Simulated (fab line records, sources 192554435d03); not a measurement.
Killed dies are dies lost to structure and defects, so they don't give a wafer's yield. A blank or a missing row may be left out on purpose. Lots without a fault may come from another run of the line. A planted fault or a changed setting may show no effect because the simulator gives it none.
Chamber matching | flow n5_finfet | N5_BEOL_M8_ETCH_65 on rie_diel-05: 4 sister chambers
The step etches SiARC in CF4, target depth 15.6 nm, time 26 s. 8 wafers are shown with their chamber, then 8 later ones without.

WAFERS WITH THEIR CHAMBER
wafer  | chamber | showerhead_plenum_p_Torr (Torr) | throttle_valve_pct (%)
L078.4 | 0       | 2.19                            | 15.16
L080.2 | 2       | 1.96                            | 15.57
L084.1 | 2       | 1.95                            | 15.60
L084.5 | 3       | 2.11                            | 15.77
L085.4 | 1       | 2.22                            | 15.79
L085.5 | 1       | 2.22                            | 15.83
L085.6 | 0       | 2.19                            | 15.19
L093.1 | 3       | 2.10                            | 15.80

WAFERS WITHOUT THEIR CHAMBER
wafer  | showerhead_plenum_p_Torr (Torr) | throttle_valve_pct (%)
L093.4 | 2.19                            | 15.23
L093.6 | 2.19                            | 15.20
L092.2 | 2.21                            | 15.83
L092.4 | 2.10                            | 15.78
L092.6 | 2.21                            | 15.83
L095.3 | 1.95                            | 15.62
L095.5 | 2.18                            | 15.23
L095.6 | 2.10                            | 15.79

WHICH CHAMBER EACH WENT THROUGH
wafer  | from the rows above | in truth
L093.4 | 0                   | 0
L093.6 | 0                   | 0
L092.2 | 1                   | 1
L092.4 | 3                   | 3
L092.6 | 1                   | 1
L095.3 | 2                   | 2
L095.5 | 0                   | 0
L095.6 | 3                   | 3
Placed correctly: 8 of 8. Can't be placed from these rows: 0. Placed wrongly: 0.
How it was worked out, from the rows above alone: a wafer's distance from a chamber is the root of the sum, over the readings, of the square of ((its reading less the chamber's mean) divided by the reading's scatter). The wafer belongs to the nearest chamber; if the next one is less than 2 further off, it can't be placed. A chamber's mean is the mean of its shown wafers. The scatter: the root of (the sum of the squares of (reading less its chamber's mean) over the shown wafers, divided by (wafers less chambers)).
